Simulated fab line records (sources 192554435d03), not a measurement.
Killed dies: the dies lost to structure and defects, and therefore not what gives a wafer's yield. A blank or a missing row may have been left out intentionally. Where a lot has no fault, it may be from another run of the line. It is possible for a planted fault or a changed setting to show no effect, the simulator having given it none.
The tool behind it: which one?	flow n5_finfet	Sampling: 19 lots, 57 wafers, 6 of 1938 route steps

WHAT THE GAUGES SHOWED, per wafer
Not one reading of a measure or inspect step in the record can be checked against a usual standard deviation.

WHAT TOOL EACH LOT RAN ON (gives the tool, then ch and the chambers of the sampled wafers, and finally the start)
lot	N5_BEOL_M6_STRIP_19	N5_BEOL_M6_ETCH_65	N5_BEOL_M6_VIA_ETCH_34	N5_BEOL_M6_STRIP_36	N5_BEOL_M6_DEP_56	N5_BEOL_M7_ILD_DEP_00
L075	rie_diel-04 ch 1,2, day 10 03:31	rie_diel-04 ch 0,3, day 10 05:50	rie_diel-04 ch 0,3, day 10 05:57	rie_diel-04 ch 0,3, day 10 06:01	pecvd-04 ch 0,2, day 10 08:59	pecvd-04 ch 0,1, day 10 09:07
L077	rie_diel-02 ch 2,3, day 10 13:59	rie_diel-02 ch 1,2, day 10 15:14	rie_diel-02 ch 1,2, day 10 15:22	rie_diel-02 ch 1,2, day 10 15:25	pecvd-04 ch 0,1, day 10 17:39	pecvd-01 ch 0,1, day 10 17:47
L076	rie_diel-05 ch 0,2,3, day 10 20:59	rie_diel-02 ch 0,2,3, day 10 21:49	rie_diel-02 ch 0,2,3, day 10 21:57	rie_diel-02 ch 0,2,3, day 10 22:00	pecvd-01 ch 0,2, day 11 00:52	pecvd-01 ch 0,1,2, day 11 00:59
L079	rie_diel-05 ch 0,3, day 10 23:31	rie_diel-02 ch 1,2, day 11 02:12	rie_diel-02 ch 1,2, day 11 02:19	rie_diel-02 ch 1,2, day 11 02:23	pecvd-04 ch 0,2, day 11 07:04	pecvd-02 ch 0,1, day 11 07:12
L080	rie_diel-05 ch 0,3, day 11 00:22	rie_diel-05 ch 0,2,3, day 11 02:08	rie_diel-05 ch 0,2,3, day 11 02:16	rie_diel-05 ch 0,2,3, day 11 02:19	pecvd-03 ch 0,1,2, day 11 05:14	pecvd-01 ch 0,1,2, day 11 05:22
L081	rie_diel-02 ch 0,1,2, day 11 12:59	rie_diel-04 ch 0,1,3, day 11 13:39	rie_diel-04 ch 0,1,3, day 11 13:46	rie_diel-04 ch 0,1,3, day 11 13:50	pecvd-01 ch 0,1,2, day 11 17:43	pecvd-04 ch 0,1, day 11 17:50
L082	rie_diel-05 ch 0,2,3, day 11 17:47	rie_diel-04 ch 0,1,2, day 11 19:52	rie_diel-04 ch 0,1,2, day 11 19:59	rie_diel-04 ch 0,1,2, day 11 20:03	pecvd-03 ch 0,1, day 12 00:44	pecvd-04 ch 1,2, day 12 00:52
L085	rie_diel-05 ch 1,2, day 12 07:53	rie_diel-05 ch 0,3, day 12 09:02	rie_diel-05 ch 0,3, day 12 09:10	rie_diel-05 ch 0,3, day 12 09:13	pecvd-03 ch 0,1,2, day 12 12:13	pecvd-04 ch 0,1,2, day 12 12:21
L086	rie_diel-04 ch 0,1,3, day 12 09:53	rie_diel-05 ch 2,3, day 12 13:35	rie_diel-05 ch 2,3, day 12 13:43	rie_diel-05 ch 2,3, day 12 13:46	pecvd-03 ch 0,1,2, day 12 17:23	pecvd-02 ch 0,1, day 12 17:31
L084	rie_diel-04 ch 0,1,2, day 12 10:19	rie_diel-02 ch 0,2, day 12 13:54	rie_diel-02 ch 0,2, day 12 14:02	rie_diel-02 ch 0,2, day 12 14:05	pecvd-04 ch 0,1,2, day 12 17:41	pecvd-01 ch 0,2, day 12 17:49
L087	rie_diel-02 ch 0,1,2, day 13 00:20	rie_diel-05 ch 0,1,2, day 13 03:52	rie_diel-05 ch 0,1,2, day 13 03:59	rie_diel-05 ch 0,1,2, day 13 04:02	pecvd-01 ch 0,1,2, day 13 06:56	pecvd-01 ch 0,1,2, day 13 07:05
L088	rie_diel-05 ch 1,3, day 13 08:58	rie_diel-02 ch 0,1, day 13 10:56	rie_diel-02 ch 0,1, day 13 11:04	rie_diel-02 ch 0,1, day 13 11:07	pecvd-03 ch 0,2, day 13 16:37	pecvd-02 ch 0,2, day 13 16:44
L089	rie_diel-02 ch 1,2, day 13 17:45	rie_diel-04 ch 2,3, day 13 21:51	rie_diel-04 ch 2,3, day 13 21:58	rie_diel-04 ch 2,3, day 13 22:02	pecvd-01 ch 0,2, day 14 03:40	pecvd-04 ch 0,1, day 14 03:48
L090	rie_diel-05 ch 2,3, day 13 23:27	rie_diel-05 ch 2,3, day 14 00:08	rie_diel-05 ch 2,3, day 14 00:16	rie_diel-05 ch 2,3, day 14 00:19	pecvd-03 ch 0,1, day 14 06:11	pecvd-04 ch 0,2, day 14 06:19
L091	rie_diel-02 ch 1,2, day 13 23:41	rie_diel-05 ch 1,2, day 14 01:33	rie_diel-05 ch 1,2, day 14 01:41	rie_diel-05 ch 1,2, day 14 01:44	pecvd-03 ch 0,1,2, day 14 06:45	pecvd-04 ch 0,1, day 14 06:53
L093	rie_diel-05 ch 1,2, day 14 03:21	rie_diel-05 ch 1,2, day 14 04:29	rie_diel-05 ch 1,2, day 14 04:37	rie_diel-05 ch 1,2, day 14 04:40	pecvd-03 ch 0,1,2, day 14 07:40	pecvd-04 ch 0,2, day 14 07:47
L092	rie_diel-02 ch 0,2, day 14 09:21	rie_diel-05 ch 1,2, day 14 10:07	rie_diel-05 ch 1,2, day 14 10:14	rie_diel-05 ch 1,2, day 14 10:17	pecvd-03 ch 0,1, day 14 12:55	pecvd-01 ch 0,2, day 14 13:03
L095	rie_diel-05 ch 1,3, day 15 14:33	rie_diel-04 ch 0,2,3, day 15 18:38	rie_diel-04 ch 0,2,3, day 15 18:46	rie_diel-04 ch 0,2,3, day 15 18:49	pecvd-03 ch 0,1, day 15 20:59	pecvd-04 ch 0,1, day 15 21:07
L097	rie_diel-05 ch 2,3, day 15 15:28	rie_diel-02 ch 1,2,3, day 15 20:50	rie_diel-02 ch 1,2,3, day 15 20:58	rie_diel-02 ch 1,2,3, day 15 21:02	pecvd-03 ch 0,1, day 16 00:24	pecvd-04 ch 0,1, day 16 00:32
- N5_BEOL_M6_STRIP_19: strips in O2.
- N5_BEOL_M6_ETCH_65: etches SiARC in CF4, target depth 15.6 nm, time 26 s.
- N5_BEOL_M6_VIA_ETCH_34: etches SiCOH lowk in C4F6/O2, target depth 126.3 nm, time 50.9 s.
- N5_BEOL_M6_STRIP_36: strips in N2/H2.
- N5_BEOL_M6_DEP_56: deposits SiCN from 3MS/NH3, target thk 10 nm, time 17.5 s.
- N5_BEOL_M7_ILD_DEP_00: deposits SiCOH lowk from DEMS/porogen, target thk 179.75 nm, time 33.4 s.

AS READ BY THE TOOLS THEMSELVES (means over the sampled wafers that have a number; for cases with no such wafer, the mark the record gives instead)
N5_BEOL_M6_STRIP_19. Usual: drypump_motor_current_A 5.8 A, standard deviation 0.42; oes_product_au 0.78 a.u., standard deviation 0.11; rf_vpp_V 3.6 V, standard deviation 0.56; showerhead_plenum_p_Torr 2.12 Torr, standard deviation 0.08; throttle_valve_pct 16.73 %, standard deviation 0.28.
lot	tool	drypump_motor_current_A (A)	oes_product_au (a.u.)	rf_vpp_V (V)	showerhead_plenum_p_Torr (Torr)	throttle_valve_pct (%)	flag
L075	rie_diel-04	5.5	0.71	3.6	2.12	16.98	
L077	rie_diel-02	5.4	0.74	3.4	2.11	16.68	
L076	rie_diel-05	5.7	0.70	3.5	2.11	16.88	
L079	rie_diel-05	5.9	0.71	3.5	2.07	16.89	
L080	rie_diel-05	5.8	0.69	3.9	2.08	17.03	
L081	rie_diel-02	6.0	0.81	3.8	2.21	16.66	
L082	rie_diel-05	5.7	0.70	3.2	2.11	16.89	
L085	rie_diel-05	6.2	0.88	3.7	2.21	16.55	
L086	rie_diel-04	5.5	0.71	3.7	2.12	16.94	
L084	rie_diel-04	5.6	0.73	3.5	2.06	16.75	
L087	rie_diel-02	6.0	0.79	3.1	2.21	16.66	
L088	rie_diel-05	6.4	0.86	3.7	2.17	16.59	
L089	rie_diel-02	6.2	0.75	3.9	2.20	16.82	
L090	rie_diel-05	5.9	0.70	3.4	2.10	16.80	
L091	rie_diel-02	6.0	0.71	3.9	2.17	16.90	
L093	rie_diel-05	5.8	0.78	3.3	2.19	16.66	
L092	rie_diel-02	6.2	0.81	4.0	2.22	16.59	
L095	rie_diel-05	6.4	0.83	3.6	2.16	16.61	
L097	rie_diel-05	5.9	0.80	3.7	2.10	16.64	

N5_BEOL_M6_ETCH_65. Usual: drypump_motor_current_A 5.8 A, standard deviation 0.42; etch_rf_on_time_s 26.2 s, standard deviation 0.73; mfc_ar_sccm 100.0 sccm, standard deviation 0.3; oes_product_au 0.66 a.u., standard deviation 0.085; rf_fwd_power_W 533.0 W, standard deviation 2.3; rf_vpp_V 184.4 V, standard deviation 1.3; showerhead_plenum_p_Torr 2.17 Torr, standard deviation 0.076; throttle_valve_pct 15.65 %, standard deviation 0.26.
lot	tool	drypump_motor_current_A (A)	etch_rf_on_time_s (s)	mfc_ar_sccm (sccm)	oes_product_au (a.u.)	rf_fwd_power_W (W)	rf_vpp_V (V)	showerhead_plenum_p_Torr (Torr)	throttle_valve_pct (%)	flag
L075	rie_diel-04	5.7	26.7	100.2	0.61	536.7	184.1	2.16	15.82	
L077	rie_diel-02	6.0	26.6	99.6	0.63	532.3	184.9	2.21	15.73	
L076	rie_diel-02	5.7	25.4	99.9	0.71	533.4	185.6	2.22	15.48	
L079	rie_diel-02	6.2	26.0	100.0	0.66	530.8	185.0	2.24	15.65	
L080	rie_diel-05	5.7	26.4	99.7	0.60	534.4	183.3	2.15	15.79	
L081	rie_diel-04	5.5	26.7	99.9	0.61	532.7	183.1	2.16	15.85	
L082	rie_diel-04	5.6	26.9	100.0	0.61	533.0	183.5	2.11	15.68	
L085	rie_diel-05	5.9	26.6	100.0	0.60	535.1	183.8	2.12	15.90	
L086	rie_diel-05	5.9	26.2	100.2	0.61	532.0	183.8	2.15	15.73	
L084	rie_diel-02	6.0	25.8	100.3	0.75	533.1	185.1	2.26	15.32	
L087	rie_diel-05	5.8	26.7	100.0	0.64	534.5	185.1	2.19	15.69	
L088	rie_diel-02	5.8	27.1	99.6	0.63	530.4	185.3	2.21	15.67	
L089	rie_diel-04	5.8	26.0	99.8	0.74	535.4	184.3	2.13	15.63	
L090	rie_diel-05	5.9	26.3	99.8	0.60	532.5	184.0	2.14	15.76	
L091	rie_diel-05	5.8	25.8	99.5	0.66	530.3	185.3	2.22	15.54	
L093	rie_diel-05	5.8	26.0	99.8	0.66	533.6	184.7	2.22	15.55	
L092	rie_diel-05	5.8	26.3	99.8	0.65	531.7	185.0	2.22	15.55	
L095	rie_diel-04	5.8	25.9	100.1	0.67	533.1	183.8	2.09	15.58	
L097	rie_diel-02	5.7	25.7	99.8	0.75	533.1	184.6	2.17	15.44	

N5_BEOL_M6_VIA_ETCH_34. Usual: drypump_motor_current_A 5.8 A, standard deviation 0.42; mfc_ar_sccm 300.2 sccm, standard deviation 0.93; oes_product_au 0.77 a.u., standard deviation 0.1; rf_fwd_power_W 342.1 W, standard deviation 1.4; rf_vpp_V 670 V, standard deviation 12; showerhead_plenum_p_Torr 2.88 Torr, standard deviation 0.1; throttle_valve_pct 20.91 %, standard deviation 0.26.
lot	tool	drypump_motor_current_A (A)	mfc_ar_sccm (sccm)	oes_product_au (a.u.)	rf_fwd_power_W (W)	rf_vpp_V (V)	showerhead_plenum_p_Torr (Torr)	throttle_valve_pct (%)	flag
L075	rie_diel-04	5.7	300.8	0.71	343.7	660	2.87	21.03	
L077	rie_diel-02	6.0	300.6	0.74	340.9	670	2.95	21.00	
L076	rie_diel-02	5.7	300.0	0.82	343.1	682	2.94	20.75	
L079	rie_diel-02	6.2	299.8	0.77	341.0	676	2.97	20.93	
L080	rie_diel-05	5.8	299.3	0.70	341.6	674	2.85	21.01	
L081	rie_diel-04	5.5	300.0	0.71	341.8	661	2.87	21.06	
L082	rie_diel-04	5.6	299.6	0.72	342.5	657	2.80	20.93	
L085	rie_diel-05	5.9	299.8	0.70	342.5	674	2.82	21.13	
L086	rie_diel-05	5.9	300.2	0.71	342.7	668	2.85	20.93	
L084	rie_diel-02	6.0	299.9	0.88	341.4	680	3.02	20.67	
L087	rie_diel-05	5.9	300.6	0.77	341.9	678	2.91	20.98	
L088	rie_diel-02	5.8	299.5	0.75	340.6	667	2.94	20.90	
L089	rie_diel-04	5.8	300.9	0.87	342.1	663	2.84	21.02	
L090	rie_diel-05	5.9	300.5	0.70	343.0	668	2.85	20.94	
L091	rie_diel-05	5.8	299.8	0.78	341.3	673	2.94	20.78	
L093	rie_diel-05	5.8	300.0	0.77	342.1	673	2.94	20.79	
L092	rie_diel-05	5.8	300.7	0.75	342.2	673	2.94	20.79	
L095	rie_diel-04	5.8	300.3	0.78	341.8	655	2.78	20.86	
L097	rie_diel-02	5.7	299.9	0.89	341.5	676	2.88	20.69	

N5_BEOL_M6_STRIP_36. Usual: drypump_motor_current_A 5.8 A, standard deviation 0.43; oes_product_au 0.77 a.u., standard deviation 0.1; rf_vpp_V 59.3 V, standard deviation 1.4; showerhead_plenum_p_Torr 2.57 Torr, standard deviation 0.095; throttle_valve_pct 23.69 %, standard deviation 0.27.
lot	tool	drypump_motor_current_A (A)	oes_product_au (a.u.)	rf_vpp_V (V)	showerhead_plenum_p_Torr (Torr)	throttle_valve_pct (%)	flag
L075	rie_diel-04	5.7	0.71	61.1	2.56	23.69	
L077	rie_diel-02	6.0	0.73	58.9	2.65	23.80	
L076	rie_diel-02	5.7	0.82	58.4	2.63	23.56	
L079	rie_diel-02	6.2	0.77	59.2	2.66	23.73	
L080	rie_diel-05	5.7	0.70	58.1	2.55	23.82	
L081	rie_diel-04	5.5	0.72	60.5	2.56	23.71	
L082	rie_diel-04	5.7	0.73	58.9	2.49	23.63	
L085	rie_diel-05	5.9	0.70	58.9	2.51	23.77	
L086	rie_diel-05	5.9	0.72	59.6	2.55	23.66	
L084	rie_diel-02	6.0	0.88	59.6	2.69	23.42	
L087	rie_diel-05	5.9	0.77	59.5	2.61	23.86	
L088	rie_diel-02	5.8	0.76	60.2	2.64	23.72	
L089	rie_diel-04	5.8	0.87	58.1	2.55	23.97	
L090	rie_diel-05	5.9	0.70	59.1	2.54	23.67	
L091	rie_diel-05	5.9	0.78	60.6	2.64	23.76	
L093	rie_diel-05	5.8	0.77	60.4	2.64	23.78	
L092	rie_diel-05	5.8	0.76	60.1	2.64	23.78	
L095	rie_diel-04	5.8	0.79	57.4	2.48	23.68	
L097	rie_diel-02	5.7	0.89	58.3	2.59	23.50	

N5_BEOL_M6_DEP_56. Usual: rf_fwd_power_W 199.3 W, standard deviation 0.83; showerhead_plenum_p_Torr 3.668 Torr, standard deviation 0.01; throttle_valve_pct 9.1 %, standard deviation 0.34.
lot	tool	rf_fwd_power_W (W)	showerhead_plenum_p_Torr (Torr)	throttle_valve_pct (%)	flag
L075	pecvd-04	200.0	3.665	8.9	
L077	pecvd-04	199.6	3.673	9.1	
L076	pecvd-01	199.7	3.678	8.7	
L079	pecvd-04	200.3	3.659	8.8	
L080	pecvd-03	199.0	3.661	9.1	
L081	pecvd-01	199.4	3.677	9.1	
L082	pecvd-03	199.6	3.668	9.3	
L085	pecvd-03	199.3	3.661	9.0	
L086	pecvd-03	198.6	3.661	9.0	
L084	pecvd-04	199.5	3.666	9.2	
L087	pecvd-01	199.6	3.679	9.1	
L088	pecvd-03	199.4	3.660	9.0	
L089	pecvd-01	199.7	3.676	9.0	
L090	pecvd-03	198.4	3.666	9.2	
L091	pecvd-03	199.1	3.664	9.0	
L093	pecvd-03	198.7	3.670	9.1	
L092	pecvd-03	199.6	3.667	9.2	
L095	pecvd-03	198.8	3.661	9.4	
L097	pecvd-03	198.6	3.667	9.1	

N5_BEOL_M7_ILD_DEP_00. Usual: heater_power_w 297 W, standard deviation 55; rf_fwd_power_W 494.5 W, standard deviation 2.3; showerhead_plenum_p_Torr 5.742 Torr, standard deviation 0.017; throttle_valve_pct 13.9 %, standard deviation 0.63.
lot	tool	heater_power_w (W)	rf_fwd_power_W (W)	showerhead_plenum_p_Torr (Torr)	throttle_valve_pct (%)	flag
L075	pecvd-04	260	492.6	5.754	14.2	
L077	pecvd-01	383	496.1	5.754	14.3	
L076	pecvd-01	365	498.0	5.746	13.8	
L079	pecvd-02	313	495.7	5.718	14.7	
L080	pecvd-01	356	495.8	5.752	13.8	
L081	pecvd-04	238	494.2	5.743	13.9	
L082	pecvd-04	258	492.6	5.759	13.9	
L085	pecvd-04	263	493.1	5.742	13.9	
L086	pecvd-02	303	494.7	5.736	14.7	
L084	pecvd-01	394	496.4	5.757	13.8	
L087	pecvd-01	330	494.9	5.753	13.8	
L088	pecvd-02	304	496.6	5.717	14.3	
L089	pecvd-04	264	493.6	5.751	13.9	
L090	pecvd-04	267	494.9	5.729	13.5	
L091	pecvd-04	252	493.6	5.757	14.3	
L093	pecvd-04	252	493.3	5.723	13.5	
L092	pecvd-01	363	494.3	5.754	13.4	
L095	pecvd-04	250	494.6	5.744	13.9	
L097	pecvd-04	262	494.3	5.732	14.0	

THE ANSWER, worked out from the rows above alone
Rule: a lot is off if the mean of its wafers that have a number lies more than 3 standard deviations from the usual mean. Also off: a lot with no number at a reading for which 4 or more lots have one. Any other lot the step has rows for is counted as sound. The gauges are gone through in route order, then the tools' own readings, and for those a lot's mean is taken as printed above. At the first step where some lot is off, the reading lying furthest off is the one used; lots without a number count as furthest.
Across all readings shown, no lot is off: no conclusion can be drawn from this.

WHAT THE SIMULATOR HAD PUT IN
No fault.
